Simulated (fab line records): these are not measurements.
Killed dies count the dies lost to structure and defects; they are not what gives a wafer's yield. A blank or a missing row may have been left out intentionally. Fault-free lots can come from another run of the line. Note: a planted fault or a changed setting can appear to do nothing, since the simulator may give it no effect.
fab line records	flow nand_harc
record: lots: 24	wafers: 72	last_day: 26
route steps=1159 shown P_CONTACT@247 P_M1@316 P_M2@329
lots with no fault: from the same line, run without faults
start_h: hours from the record's first day to the start of the lot's first wafer shown	wait_h: hours since the lot's step before	" repeats the value in the row above	L1.1+2: several wafers, shown together as one row	- value missing, or start not given	* or withheld: withheld	< > ~ a bound
route shown NAME@n: a module of which the file shows steps, and the number in the route of the first	usual: average and standard deviation across the fault-free wafers	same: alike in all rows	chamber/n: place in a boat	sites: readings site by site	_std_site: standard deviation of those values	_edge_site: inner sites' mean taken away from outer sites' mean	radius_mm: how far each site lies from the wafer's centre	mask NAME#n: copy n	behind: the last tool/chamber to shape the wafer	hold: what put the lot on hold/how long, in hours/how the hold closed	device: transistor that didn't switch, given as n, p or np	end of line: the same wafers' tests at the end of the route	for a step that has no rows: nothing shown but its recipe	killed: at the first sort, the dies lost to defects and structure; wafer yield is something else	map: a wafer's dies, x killed, . not, _ none there
set.NAME: the setting that was run; set.NAME@STEP: the one run at that earlier step	model.NAME: the simulator's own value behind a step, which no gauge read
route steps across a sampled set of lots; one table per step, one row per wafer
services: the hour from which a tool's chamber was out of use, counted from the record's first day as start_h (under 0 if before that day), plus the number of hours and why
== steps ==
step: NHARC_P_CONTACT_ALD_22
recipe: target_thk_a: 30	pulse_time_s: 1	ald_cycles: 150	temp_c: 450	material: TiN
usual: heater_power_w: 1062/90	precursor_pulse_height_rel: 1.003/0.021
lot.wafer	tool	chamber	start_h	wait_h	heater_power_w	precursor_pulse_height_rel
L074.2	ald_metal-01	1	116.77	-	1009	0.968
L074.6	"	0	"	"	1078	0.998
L074.5	"	1	"	"	989	1.029
L075.3	ald_metal-04	2	118.88	-	1166	1.001
L075.4	"	0	"	"	843	1.008
L075.6	"	3	"	"	1072	0.976
L077.2	ald_metal-02	0	126.36	-	1024	0.969
L077.1	"	1	"	"	1175	0.999
L077.3	"	2	"	"	1002	1.031
L076.2	ald_metal-02	1	128.90	-	1165	1.011
L076.4	"	2	"	"	991	1.026
L076.1	"	0	"	"	1033	0.993
L078.4	ald_metal-04	3	133.81	-	1070	1.014
L078.2	"	0	"	"	838	1.018
L078.6	"	2	"	"	1189	0.970
L079.4	ald_metal-01	3	142.46	-	1198	0.997
L079.1	"	0	"	"	1049	0.981
L079.2	"	1	"	"	1004	1.011
L080.2	ald_metal-01	2	154.59	-	1012	1.035
L080.1	"	3	"	"	1177	1.017
L080.4	"	0	"	"	1071	0.995
L081.3	ald_metal-02	2	157.94	-	994	1.010
L081.4	"	0	"	"	1015	1.015
L081.6	"	2	"	"	984	0.971
L082.1	ald_metal-01	1	158.83	-	988	0.987
L082.3	"	2	"	"	1012	1.022
L082.2	"	3	"	"	1192	1.010
L083.4	ald_metal-04	1	167.90	-	1116	0.995
L083.6	"	2	"	"	1169	0.997
L083.5	"	3	"	"	1091	0.986
L084.2	ald_metal-04	1	168.45	-	1101	0.979
L084.3	"	3	"	"	1075	0.982
L084.5	"	1	"	"	1107	1.040
L086.3	ald_metal-01	2	188.28	-	1015	1.015
L086.2	"	3	"	"	1178	1.002
L086.5	"	1	"	"	998	0.985
L088.1	ald_metal-04	2	188.86	-	1184	0.997
L088.6	"	0	"	"	871	0.993
L088.5	"	1	"	"	1108	1.013
L085.4	ald_metal-01	3	189.75	-	1176	1.011
L085.5	"	1	"	"	1023	0.989
L085.6	"	2	"	"	998	1.005
L087.3	ald_metal-01	2	194.77	-	1006	1.024
L087.4	"	3	"	"	1210	0.991
L087.5	"	1	"	"	1031	1.025
L089.2	ald_metal-01	3	203.50	-	1193	1.025
L089.3	"	0	"	"	1048	1.066
L089.5	"	1	"	"	1014	1.017
L090.3	ald_metal-04	1	203.86	-	1123	0.999
L090.4	"	3	"	"	1097	1.005
L090.5	"	1	"	"	1111	0.974
L091.1	ald_metal-02	0	215.15	-	988	1.026
L091.2	"	3	"	"	1108	1.031
L091.5	"	0	"	"	995	1.018
L092.1	ald_metal-01	1	220.35	-	1006	1.010
L092.5	"	2	"	"	1002	1.020
L092.6	"	3	"	"	1194	0.995
L093.1	ald_metal-02	0	223.28	-	997	1.009
L093.3	"	2	"	"	930	1.016
L093.5	"	2	"	"	947	1.012
L094.4	ald_metal-01	2	232.37	-	1026	1.015
L094.3	"	3	"	"	1202	0.984
L094.5	"	1	"	"	1030	1.031
L095.2	ald_metal-01	2	234.60	-	999	0.983
L095.1	"	3	"	"	1187	1.087
L095.5	"	3	"	"	1185	1.034
L096.1	ald_metal-04	2	242.56	-	1162	0.984
L096.3	"	3	"	"	1088	1.029
L096.2	"	0	"	"	839	1.032
L097.2	ald_metal-01	2	249.51	-	1027	1.016
L097.3	"	1	"	"	1052	0.967
L097.6	"	3	"	"	1221	1.016
step: NHARC_P_CONTACT_CMP_24
recipe: t_overpolish_s: 30	target_thk_nm: 200
usual: motor_current_A: 12.0/0.82	overpolish_run_s: 30.000/0.0096	pad_life_wafers: 245/170	time_to_endpoint_s: 40/3.2
same: t_overpolish_s: 30
lot.wafer	tool	chamber	start_h	wait_h	motor_current_A	overpolish_run_s	pad_life_wafers	time_to_endpoint_s
L074.2	cmp-04	2	124.21	0.6	10.4	29.990	74	38
L074.6	"	0	"	"	13.3	30.002	-	37
L074.5	"	1	"	"	12.5	30.019	-	44
L075.4	cmp-04	3	124.70	0.4	12.1	30.002	79	42
L075.3	"	1	"	"	12.4	30.005	81	42
L075.6	"	3	"	"	11.8	30.005	-	44
L077.1	cmp-01	0	128.03	0.6	12.7	30.010	228	43
L077.3	"	2	"	"	12.6	29.990	230	40
L077.2	"	3	"	"	11.0	29.991	231	42
L076.4	cmp-01	1	129.78	0.4	12.1	30.000	234	46
L076.2	"	2	"	"	13.7	30.006	235	40
L076.1	"	3	"	"	11.2	29.991	236	43
L078.4	cmp-01	2	134.92	0.3	12.4	30.013	284	40
L078.2	"	3	"	"	11.0	29.996	285	43
L078.6	"	0	"	"	12.5	29.999	-	45
L079.2	cmp-01	2	143.30	0.5	12.4	29.990	330	41
L079.4	"	3	"	"	11.2	29.992	331	42
L079.1	"	1	"	"	11.4	30.019	333	44
L080.4	cmp-03	0	155.50	0.3	10.4	30.006	534	40
L080.1	"	1	"	"	12.0	29.996	535	45
L080.2	"	2	"	"	13.0	30.002	536	39
L081.4	cmp-01	1	161.12	0.3	11.3	29.994	422	46
L081.3	"	2	"	"	12.8	30.009	423	40
L081.6	"	0	"	"	12.8	30.006	-	42
L082.2	cmp-03	1	161.21	0.5	12.3	30.019	6	37
L082.1	"	3	"	"	11.7	29.993	8	35
L082.3	"	0	"	"	10.5	29.985	9	34
L083.4	cmp-01	1	168.72	0.4	12.0	29.987	439	42
L083.6	"	0	"	"	13.1	30.009	-	41
L083.5	"	1	"	"	11.6	30.005	-	46
L084.2	cmp-01	3	169.66	0.5	11.3	29.992	456	41
L084.3	"	1	"	"	11.9	30.009	458	42
L084.5	"	3	"	"	11.6	29.994	-	39
L086.2	cmp-01	3	189.12	0.6	11.4	30.002	30	39
L086.3	"	1	"	"	10.9	29.980	32	40
L086.5	"	3	"	"	10.8	29.996	-	36
L088.1	cmp-03	3	189.75	0.6	11.5	30.007	189	40
L088.5	"	0	"	"	10.8	30.009	-	39
L088.6	"	1	"	"	11.9	30.002	-	40
L085.4	cmp-03	2	190.62	0.3	12.9	29.991	193	36
L085.6	"	1	"	"	11.1	29.983	-	37
L085.5	"	2	"	"	13.5	30.004	-	35
L087.3	cmp-03	3	197.89	0.3	12.1	29.999	253	42
L087.4	"	0	"	"	10.3	30.013	254	39
L087.5	"	3	"	"	11.8	30.007	-	42
L089.3	cmp-01	3	210.92	0.4	11.1	29.999	126	38
L089.2	"	1	"	"	11.1	29.981	128	45
L089.5	"	3	"	"	11.4	30.014	-	37
L090.4	cmp-04	0	214.30	0.3	13.6	29.992	18	36
L090.3	"	2	"	"	10.9	30.002	20	35
L090.5	"	1	"	"	12.2	30.002	-	38
L091.2	cmp-04	2	218.44	0.5	10.7	30.009	36	34
L091.1	"	0	"	"	13.2	30.004	38	32
L091.5	"	3	"	"	11.9	30.014	-	35
L092.1	cmp-01	2	221.16	0.5	12.6	29.999	175	38
L092.5	"	1	"	"	11.9	30.000	-	43
L092.6	"	2	"	"	12.9	29.996	-	38
L093.3	cmp-04	2	224.28	0.4	11.0	29.999	68	36
L093.1	"	3	"	"	11.5	29.995	69	38
L093.5	"	1	"	"	12.7	29.999	-	40
L094.3	cmp-01	3	233.52	0.4	10.8	30.001	271	40
L094.4	"	0	"	"	12.1	29.997	272	41
L094.5	"	2	"	"	12.6	29.994	-	42
L095.2	cmp-03	3	235.44	0.6	12.5	30.017	468	38
L095.1	"	0	"	"	10.3	29.988	469	36
L095.5	"	3	"	"	11.7	29.991	-	38
L096.2	cmp-03	1	243.42	0.5	11.6	29.997	534	42
L096.3	"	2	"	"	12.7	30.003	535	40
L096.1	"	3	"	"	11.6	29.991	536	42
L097.3	cmp-01	0	252.38	0.4	12.7	29.988	414	42
L097.2	"	3	"	"	11.5	30.007	417	42
L097.6	"	1	"	"	11.2	29.999	-	42
step: NHARC_P_M1_PRE_CLEAN_32
recipe: time_s: 12	temp_c: 370	rf_power_w: 300	gas: NH3
usual: heater_power_w: 584/69
same: time_s: 12
lot.wafer	tool	chamber	start_h	wait_h	heater_power_w
L074.2	pecvd-02	2	132.60	0.1	531
L074.5	"	0	"	"	511
L074.6	"	2	"	"	556
L075.3	pecvd-03	1	133.28	0.2	573
L075.6	"	0	"	"	667
L075.4	"	1	"	"	569
L077.2	pecvd-04	0	135.96	0.1	457
L077.1	"	1	"	"	701
L077.3	"	2	"	"	521
L076.1	pecvd-04	0	138.07	0.1	531
L076.2	"	1	"	"	688
L076.4	"	0	"	"	541
L078.2	pecvd-03	1	147.66	0.1	561
L078.6	"	0	"	"	620
L078.4	"	1	"	"	562
L079.1	pecvd-02	1	151.45	0.1	542
L079.2	"	2	"	"	576
L079.4	"	2	"	"	563
L080.2	pecvd-03	2	164.13	0.1	707
L080.1	"	0	"	"	647
L080.4	"	1	"	"	497
L081.3	pecvd-02	2	169.67	0.1	621
L081.4	"	1	"	"	473
L081.6	"	2	"	"	604
L082.1	pecvd-03	0	169.69	0.1	586
L082.3	"	1	"	"	536
L082.2	"	2	"	"	685
L083.6	pecvd-04	1	177.01	0.1	665
L083.5	"	2	"	"	524
L083.4	"	0	"	"	457
L084.2	pecvd-04	0	178.12	0.4	536
L084.3	"	1	"	"	672
L084.5	"	0	"	"	521
L086.2	pecvd-03	0	197.76	0.2	605
L086.3	"	0	"	"	611
L086.5	"	1	"	"	570
L088.1	pecvd-03	0	198.28	0.4	654
L088.6	"	1	"	"	572
L088.5	"	0	"	"	672
L085.4	pecvd-02	1	199.54	0.5	437
L085.5	"	2	"	"	522
L085.6	"	0	"	"	568
L087.3	pecvd-02	1	206.31	0.1	532
L087.4	"	0	"	"	568
L087.5	"	1	"	"	541
L089.2	pecvd-04	2	219.33	0.1	589
L089.3	"	0	"	"	520
L089.5	"	1	"	"	667
L090.3	pecvd-02	1	222.47	0.1	545
L090.4	"	1	"	"	521
L090.5	"	0	"	"	579
L091.2	pecvd-03	1	226.69	0.1	538
L091.1	"	2	"	"	665
L091.5	"	0	"	"	602
L092.1	pecvd-02	0	229.35	0.1	529
L092.6	"	1	"	"	464
L092.5	"	0	"	"	538
L093.3	pecvd-03	2	232.52	0.1	698
L093.1	"	1	"	"	478
L093.5	"	1	"	"	490
L094.3	pecvd-03	0	241.69	0.1	613
L094.5	"	0	"	"	598
L094.4	"	1	"	"	528
L095.2	pecvd-04	0	243.52	0.1	508
L095.1	"	1	"	"	717
L095.5	"	2	"	"	592
L096.2	pecvd-03	1	251.47	0.1	585
L096.3	"	2	"	"	716
L096.1	"	0	"	"	671
L097.3	pecvd-04	2	260.82	0.1	584
L097.2	"	0	"	"	568
L097.6	"	2	"	"	593
step: NHARC_P_M2_OVL_MEAS_10
recipe: pitch_nm: 340
usual: overlay_x_nm: 0.0/0.84	overlay_y_nm: 0.3/0.74
lot.wafer	tool	chamber	start_h	wait_h	overlay_x_nm	overlay_y_nm
L074.2	overlay-01	-	133.98	-	0.3	-0.1
L074.5	"	-	"	"	0.1	0.2
L074.6	"	-	"	"	0.3	-0.2
L075.3	overlay-02	-	134.69	-	-0.8	-2.0
L075.4	"	-	"	"	0.4	-1.6
L075.6	"	-	"	"	-0.9	-1.4
L077.1	overlay-02	-	137.23	-	0.0	-0.7
L077.2	"	-	"	"	-0.3	-0.4
L077.3	"	-	"	"	-0.4	0.1
L076.1	overlay-01	-	139.35	-	-1.0	0.4
L076.2	"	-	"	"	-0.8	-0.4
L076.4	"	-	"	"	-1.2	-0.3
L078.2	overlay-01	-	149.06	-	0.1	-0.4
L078.4	"	-	"	"	-0.1	-0.8
L078.6	"	-	"	"	0.0	-0.8
L079.1	overlay-01	-	152.75	-	-0.8	-0.3
L079.2	"	-	"	"	-0.7	-0.7
L079.4	"	-	"	"	-1.0	-0.3
L080.1	overlay-02	-	165.39	-	-0.2	0.3
L080.2	"	-	"	"	0.2	0.4
L080.4	"	-	"	"	0.2	0.4
L081.3	overlay-01	-	171.09	-	1.4	0.9
L081.4	"	-	"	"	1.1	0.4
L081.6	"	-	"	"	0.6	-0.1
L082.1	overlay-02	-	171.27	-	-0.9	0.0
L082.2	"	-	"	"	-0.8	0.2
L082.3	"	-	"	"	-1.1	-0.1
L083.4	overlay-02	-	178.39	-	0.7	-0.2
L083.5	"	-	"	"	0.6	-0.1
L083.6	"	-	"	"	0.1	0.1
L084.2	overlay-01	-	179.56	-	1.0	-0.4
L084.3	"	-	"	"	0.2	-0.5
L084.5	"	-	"	"	1.2	-0.6
L086.2	overlay-02	-	199.53	-	1.2	1.8
L086.3	"	-	"	"	0.6	1.7
L086.5	"	-	"	"	1.7	1.7
L088.1	overlay-02	-	199.87	-	0.5	0.6
L088.5	"	-	"	"	0.3	0.0
L088.6	"	-	"	"	0.7	0.5
L085.4	overlay-02	-	201.04	-	-0.2	0.0
L085.5	"	-	"	"	-0.6	0.0
L085.6	"	-	"	"	-0.5	0.0
L087.3	overlay-02	-	207.56	-	-1.8	1.2
L087.4	"	-	"	"	-0.7	1.4
L087.5	"	-	"	"	-1.5	1.2
L089.2	overlay-02	-	220.76	-	-1.0	0.9
L089.3	"	-	"	"	-0.4	0.7
L089.5	"	-	"	"	-1.2	1.1
L090.3	overlay-02	-	223.76	-	-0.2	0.0
L090.4	"	-	"	"	-0.8	0.4
L090.5	"	-	"	"	-0.1	0.4
L091.1	overlay-01	-	227.96	-	-1.0	-0.3
L091.2	"	-	"	"	-0.7	0.6
L091.5	"	-	"	"	-0.6	-0.2
L092.1	overlay-02	-	230.75	-	-0.6	0.4
L092.5	"	-	"	"	-0.9	0.9
L092.6	"	-	"	"	-1.4	0.9
L093.1	overlay-02	-	233.97	-	-0.2	-0.1
L093.3	"	-	"	"	-0.1	-0.1
L093.5	"	-	"	"	0.0	-0.4
L094.3	overlay-01	-	243.09	-	0.6	0.7
L094.4	"	-	"	"	0.9	1.1
L094.5	"	-	"	"	0.7	1.5
L095.1	overlay-02	-	244.97	-	1.9	0.7
L095.2	"	-	"	"	2.1	0.3
L095.5	"	-	"	"	1.9	0.5
L096.1	overlay-02	-	252.88	-	0.6	0.5
L096.2	"	-	"	"	0.2	0.9
L096.3	"	-	"	"	0.2	0.9
L097.2	overlay-01	-	262.22	-	0.9	0.5
L097.3	"	-	"	"	1.1	0.4
L097.6	"	-	"	"	0.7	0.8
step: NHARC_P_M2_DESCUM_14
recipe: time_s: 3	o2_flow_sccm: 200	ar_flow_sccm: 0	bias_power_w: 0	chemistry: O2
usual: chamber_pressure_mTorr: 60.00/0.054	drypump_motor_current_A: 5.5/0.48	oes_product_au: 1.001/0.013	rf_vpp_V: 57.7/0.78	showerhead_plenum_p_Torr: 1.90/0.053	throttle_valve_pct: 11.310/0.0081
same: time_s: 3
lot.wafer	tool	chamber	start_h	wait_h	chamber_pressure_mTorr	drypump_motor_current_A	oes_product_au	rf_hours_counter_h	rf_vpp_V	showerhead_plenum_p_Torr	throttle_valve_pct
L074.2	rie_diel-01	2	134.10	0.1	59.97	5.2	0.986	6	56.5	1.85	11.310
L074.5	"	3	"	"	60.08	5.3	0.997	-	57.2	1.88	11.309
L074.6	"	0	"	"	59.94	5.2	1.013	-	56.7	1.94	11.314
L075.4	rie_diel-01	1	134.78	0.1	59.95	6.3	0.996	6	58.1	1.88	11.314
L075.3	"	2	"	"	60.01	5.3	0.996	6	58.0	1.85	11.322
L075.6	"	1	"	"	60.07	6.3	1.004	-	57.7	1.88	11.324
L077.2	rie_diel-06	1	137.33	0.1	60.01	6.0	0.983	15	57.8	1.96	11.328
L077.1	"	3	"	"	59.91	6.3	1.003	14	57.3	1.85	11.310
L077.3	"	0	"	"	60.01	4.9	1.014	15	57.3	1.84	11.316
L076.4	rie_diel-06	2	139.45	0.1	60.01	5.7	1.015	15	58.2	2.04	11.312
L076.2	"	3	"	"	60.10	6.3	1.005	15	57.3	1.85	11.308
L076.1	"	0	"	"	59.94	4.9	1.017	15	57.5	1.84	11.304
L078.2	rie_diel-01	3	149.16	0.1	60.04	5.3	1.018	0	57.8	1.88	11.319
L078.4	"	1	"	"	60.04	6.3	1.000	0	58.8	1.88	11.320
L078.6	"	0	"	"	60.06	5.1	1.029	-	56.0	1.94	11.307
L079.1	rie_diel-01	2	152.85	0.1	60.07	5.2	0.985	0	57.2	1.85	11.309
L079.4	"	0	"	"	59.95	5.2	1.018	0	58.5	1.94	11.313
L079.2	"	1	"	"	60.14	6.3	0.986	0	57.8	1.88	11.321
L080.4	rie_diel-01	0	165.50	0.1	60.01	5.1	1.009	0	57.8	1.94	11.318
L080.1	"	1	"	"	60.00	6.3	0.987	0	57.3	1.88	11.307
L080.2	"	3	"	"	59.96	5.3	0.993	0	57.7	1.88	11.302
L081.3	rie_diel-01	1	171.31	0.2	59.99	6.3	0.975	0	57.4	1.88	11.302
L081.4	"	3	"	"	59.96	5.3	0.994	0	57.6	1.88	11.302
L081.6	"	1	"	"	60.03	6.3	0.983	-	58.3	1.88	11.302
L082.1	rie_diel-01	0	171.36	0.1	59.97	5.2	1.018	0	58.2	1.94	11.304
L082.3	"	2	"	"	60.01	5.2	0.987	0	56.6	1.85	11.320
L082.2	"	3	"	"	59.98	5.3	1.007	0	57.8	1.88	11.316
L083.4	rie_diel-01	1	178.51	0.1	60.02	6.3	0.999	1	58.9	1.88	11.297
L083.5	"	3	"	"	59.98	5.3	1.003	-	57.1	1.88	11.312
L083.6	"	0	"	"	60.00	5.1	1.015	-	59.0	1.94	11.307
L084.2	rie_diel-06	2	179.66	0.1	59.88	5.8	1.011	24	59.6	2.03	11.333
L084.3	"	3	"	"	60.04	6.3	1.006	25	57.4	1.85	11.310
L084.5	"	2	"	"	60.02	5.7	1.006	-	57.5	2.03	11.314
L086.3	rie_diel-01	1	199.64	0.1	59.93	6.3	0.997	2	58.3	1.88	11.318
L086.2	"	2	"	"	60.00	5.2	0.985	2	57.2	1.85	11.307
L086.5	"	3	"	"	59.96	5.3	0.998	-	58.0	1.88	11.312
L088.1	rie_diel-06	3	199.98	0.1	59.97	6.4	1.001	27	57.8	1.85	11.313
L088.5	"	2	"	"	60.03	5.8	1.004	-	59.5	2.03	11.314
L088.6	"	3	"	"	59.93	6.3	1.004	-	57.7	1.85	11.306
L085.4	rie_diel-01	2	201.16	0.1	60.04	5.2	0.991	2	57.6	1.85	11.314
L085.6	"	3	"	"	59.98	5.3	0.996	-	56.4	1.88	11.306
L085.5	"	0	"	"	60.06	5.2	1.015	-	57.6	1.94	11.299
L087.4	rie_diel-01	3	207.66	0.1	60.00	5.3	1.005	2	57.3	1.88	11.305
L087.3	"	2	"	"	60.00	5.3	0.999	2	57.6	1.85	11.308
L087.5	"	3	"	"	60.04	5.3	1.002	-	56.6	1.88	11.319
L089.2	rie_diel-01	2	220.87	0.1	60.05	5.2	0.991	2	57.6	1.85	11.299
L089.3	"	3	"	"	59.95	5.3	0.997	3	57.4	1.88	11.314
L089.5	"	2	"	"	60.00	5.3	0.974	-	58.1	1.85	11.309
L090.3	rie_diel-01	3	223.86	0.1	59.96	5.3	0.975	3	57.3	1.88	11.318
L090.5	"	3	"	"	60.09	5.3	0.989	-	57.9	1.88	11.301
L090.4	"	2	"	"	60.02	5.2	0.982	-	58.5	1.85	11.293
L091.2	rie_diel-06	0	228.06	0.1	59.97	4.9	1.026	31	56.8	1.83	11.312
L091.1	"	1	"	"	59.99	6.0	0.985	32	57.4	1.96	11.299
L091.5	"	0	"	"	59.94	4.9	1.023	-	57.1	1.83	11.313
L092.1	rie_diel-01	2	230.87	0.1	60.10	5.2	0.985	3	58.2	1.85	11.298
L092.6	"	3	"	"	59.96	5.3	0.992	-	58.1	1.88	11.315
L092.5	"	0	"	"	59.90	5.1	1.010	-	58.8	1.94	11.303
L093.1	rie_diel-06	1	234.09	0.1	59.97	6.0	0.999	34	58.1	1.96	11.313
L093.3	"	2	"	"	59.97	5.7	1.002	33	57.8	2.03	11.300
L093.5	"	3	"	"	60.00	6.3	1.011	-	58.1	1.85	11.326
L094.4	rie_diel-01	2	243.19	0.1	59.98	5.2	0.987	3	57.9	1.85	11.302
L094.3	"	0	"	"	59.94	5.1	1.020	4	56.4	1.94	11.321
L094.5	"	2	"	"	60.02	5.3	0.987	-	58.7	1.85	11.314
L095.1	rie_diel-01	2	245.09	0.1	59.99	5.3	0.986	4	57.5	1.85	11.318
L095.2	"	3	"	"	60.11	5.3	0.993	4	56.1	1.88	11.314
L095.5	"	0	"	"	59.96	5.1	1.010	-	57.5	1.94	11.300
L096.3	rie_diel-01	0	252.98	0.1	60.02	5.1	0.994	4	58.2	1.94	11.313
L096.1	"	1	"	"	60.00	6.3	0.976	3	58.5	1.88	11.299
L096.2	"	2	"	"	59.99	5.2	0.972	4	58.2	1.85	11.321
L097.2	rie_diel-01	3	262.33	0.1	59.93	5.3	0.999	4	57.3	1.88	11.310
L097.3	"	1	"	"	60.04	6.3	1.000	4	58.1	1.88	11.310
L097.6	"	2	"	"	60.09	5.2	0.987	-	58.0	1.85	11.315
step: NHARC_P_M2_PRE_CLEAN_30
recipe: time_s: 30	temp_c: 280	gas: H2/He
usual: heater_power_w: 426/57
same: time_s: 30
lot.wafer	tool	chamber	start_h	wait_h	heater_power_w
L074.2	pvd_sputter-01	-	-	-	419
L074.5	"	-	"	"	448
L074.6	"	-	"	"	426
L075.4	pvd_sputter-03	-	-	-	444
L075.3	"	-	"	"	414
L075.6	"	-	"	"	473
L077.1	pvd_sputter-03	-	-	-	424
L077.2	"	-	"	"	462
L077.3	"	-	"	"	440
L076.1	pvd_sputter-03	-	-	-	435
L076.4	"	-	"	"	423
L076.2	"	-	"	"	457
L078.4	pvd_sputter-03	-	-	-	442
L078.2	"	-	"	"	423
L078.6	"	-	"	"	446
L079.4	pvd_sputter-02	-	-	-	386
L079.2	"	-	"	"	324
L079.1	"	-	"	"	435
L080.2	pvd_sputter-03	-	-	-	458
L080.1	"	-	"	"	408
L080.4	"	-	"	"	461
L081.3	pvd_sputter-02	-	-	-	428
L081.4	"	-	"	"	583
L081.6	"	-	"	"	388
L082.3	pvd_sputter-01	-	-	-	410
L082.1	"	-	"	"	420
L082.2	"	-	"	"	404
L083.4	pvd_sputter-01	-	-	-	406
L083.6	"	-	"	"	412
L083.5	"	-	"	"	403
L084.3	pvd_sputter-02	-	-	-	319
L084.2	"	-	"	"	603
L084.5	"	-	"	"	385
L086.3	pvd_sputter-01	-	-	-	407
L086.2	"	-	"	"	412
L086.5	"	-	"	"	403
L088.1	pvd_sputter-02	-	-	-	590
L088.5	"	-	"	"	323
L088.6	"	-	"	"	431
L085.4	pvd_sputter-03	-	-	-	454
L085.6	"	-	"	"	423
L085.5	"	-	"	"	453
L087.4	pvd_sputter-03	-	-	-	459
L087.3	"	-	"	"	447
L087.5	"	-	"	"	423
L089.2	pvd_sputter-01	-	-	-	415
L089.3	"	-	"	"	409
L089.5	"	-	"	"	415
L090.4	pvd_sputter-02	-	-	-	385
L090.3	"	-	"	"	332
L090.5	"	-	"	"	387
L091.1	pvd_sputter-02	-	-	-	394
L091.2	"	-	"	"	325
L091.5	"	-	"	"	327
L092.1	pvd_sputter-03	-	-	-	412
L092.6	"	-	"	"	468
L092.5	"	-	"	"	424
L093.3	pvd_sputter-02	-	-	-	388
L093.1	"	-	"	"	329
L093.5	"	-	"	"	584
L094.4	pvd_sputter-03	-	-	-	452
L094.3	"	-	"	"	445
L094.5	"	-	"	"	457
L095.2	pvd_sputter-02	-	-	-	391
L095.1	"	-	"	"	394
L095.5	"	-	"	"	332
L096.2	pvd_sputter-01	-	-	-	394
L096.3	"	-	"	"	408
L096.1	"	-	"	"	399
L097.3	pvd_sputter-03	-	-	-	418
L097.2	"	-	"	"	456
L097.6	"	-	"	"	459
== services ==
tool	chamber	start_h	hours	kind
ald_metal-04	2	97.70	2.9	repair
ald_metal-01	-	102.00	10.0	pm
pvd_sputter-03	-	102.00	10.0	pm
pecvd-04	0	110.89	3.0	repair
pecvd-03	-	111.12	13.0	pm
ald_metal-01	3	116.01	4.7	repair
ald_metal-01	0	124.08	3.1	repair
cmp-01	-	131.74	0.9	repair
cmp-03	-	133.03	1.4	repair
rie_diel-01	-	137.81	9.0	pm
pecvd-02	-	153.00	13.0	pm
cmp-03	-	156.08	4.0	pm
cmp-01	-	163.13	1.7	repair
pvd_sputter-03	-	167.14	8.3	repair
cmp-01	-	179.50	4.0	pm
cmp-01	-	193.37	1.4	repair
pecvd-04	-	195.48	13.0	pm
rie_diel-01	1	209.82	1.7	repair
pvd_sputter-02	-	214.01	10.0	pm
cmp-01	-	215.43	0.3	repair
rie_diel-01	1	216.98	9.4	repair
cmp-03	-	221.52	0.7	repair
pvd_sputter-03	-	254.24	3.1	repair
pecvd-03	-	262.55	1.8	repair
== key ==
fault none
